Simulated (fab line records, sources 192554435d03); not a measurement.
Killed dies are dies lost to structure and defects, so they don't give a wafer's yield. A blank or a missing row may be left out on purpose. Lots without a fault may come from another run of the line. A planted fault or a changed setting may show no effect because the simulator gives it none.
Split-lot experiment | flow n5_finfet | 7 lots, 21 wafers read, on a route of 1938 steps

THE SPLIT
At N5_BEOL_M10_COAT_05 (resist thk 90 nm), the setting spin_rpm was moved away from the recipe's 1500 rpm on 8 of the 21 wafers read, by -4.5% to +11.0%. The other wafers ran this setting at the recipe's value.

The reading is taken at the split's own step.

THE READING
CAR-ArF_of_BEOL_M10_COAT_05.thk_nm (the simulator's own value, which no gauge read), in nm, at N5_BEOL_M10_COAT_05 (resist thk 90 nm). The file gives no usual value for it. The 13 wafers here that ran the recipe average 90.0 nm, standard deviation 0.32 nm.

wafer  | tool, chamber at the split | spin_rpm as run, rpm | against the recipe | CAR-ArF_of_BEOL_M10_COAT_05.thk_nm, nm | against lot-mates on the recipe
L077.2 | litho_track-02, 0          | 1500                 | recipe             | 90.2                                   | -
L077.5 | litho_track-02, 0          | 1633                 | +8.9%              | 86.4                                   | -3.9
L077.6 | litho_track-02, 0          | 1500                 | recipe             | 90.4                                   | -
L080.2 | litho_track-02, 0          | 1434                 | -4.4%              | 91.8                                   | +1.6
L080.3 | litho_track-02, 0          | 1500                 | recipe             | 90.2                                   | -
L080.5 | litho_track-02, 0          | 1434                 | -4.4%              | 92                                     | +1.8
L085.2 | litho_track-05, 0          | 1500                 | recipe             | 89.8                                   | -
L085.3 | litho_track-05, 0          | 1500                 | recipe             | 90.2                                   | -
L085.5 | litho_track-05, 0          | 1500                 | recipe             | 90                                     | -
L090.2 | litho_track-03, 0          | 1500                 | recipe             | 90                                     | -
L090.4 | litho_track-03, 0          | 1500                 | recipe             | 90.2                                   | -
L090.6 | litho_track-03, 0          | 1500                 | recipe             | 90.2                                   | -
L093.1 | litho_track-03, 0          | 1500                 | recipe             | 89.6                                   | -
L093.5 | litho_track-03, 0          | 1619                 | +7.9%              | 86.4                                   | -3.2
L093.6 | litho_track-03, 0          | 1619                 | +7.9%              | 86.6                                   | -3.0
L096.3 | litho_track-02, 0          | 1433                 | -4.5%              | 92.4                                   | +2.4
L096.4 | litho_track-02, 0          | 1500                 | recipe             | 90                                     | -
L096.6 | litho_track-02, 0          | 1433                 | -4.5%              | 92.2                                   | +2.2
L097.3 | litho_track-02, 0          | 1665                 | +11.0%             | 85                                     | -4.4
L097.5 | litho_track-02, 0          | 1500                 | recipe             | 89.6                                   | -
L097.6 | litho_track-02, 0          | 1500                 | recipe             | 89.2                                   | -

THE FIT
A straight line over all 21 wafers: CAR-ArF_of_BEOL_M10_COAT_05.thk_nm changes by -0.446 nm for each +1% of spin_rpm; r = -0.99; the points scatter about the line by 0.3 nm.
The same after taking each lot's own level away (the mean of its wafers on the recipe; 21 wafers): -0.417 nm for each +1%; r = -0.99; scatter 0.21 nm.
On that fit, the largest move of spin_rpm shifts the reading by 4.6 nm.
The lots' own levels span 89.40 to 90.30 nm, that is 2.8 times the standard deviation above.
So the lot-to-lot level changes the slope little: the two slopes agree.
Check: with one of the wafers moved furthest among these (+11.0%) left out of the fit, the line predicts -4.6 nm for it against its lot-mates. It came out at -4.4 nm against them.

OTHER SPLITS ON THESE WAFERS
These wafers also went through other splits before the reading. Each is held against what the fit with the lots' levels taken away leaves over:
other split on the same wafers | wafers away from the commonest value | r with CAR-ArF_of_BEOL_M10_COAT_05.thk_nm (lot level and that fit taken away)
N5_BEOL_M5_COAT_22 spin_rpm    | 4                                    | +0.20
N5_BEOL_M6_DESCUM_33 time_s    | 9                                    | +0.24
N5_BEOL_M9_ILD_DEP_00 time_s   | 6                                    | -0.46
N5_BEOL_M9_COAT_60 spin_rpm    | 7                                    | +0.12
N5_BEOL_M9_ETCH_62 source_w    | 4                                    | +0.38
N5_BEOL_M9_COAT_22 spin_rpm    | 8                                    | -0.27

THE FILE'S OWN FIT
CAR-ArF_of_BEOL_M10_COAT_05.thk_nm changes by -0.415 nm for each +1% of spin_rpm, r = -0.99.
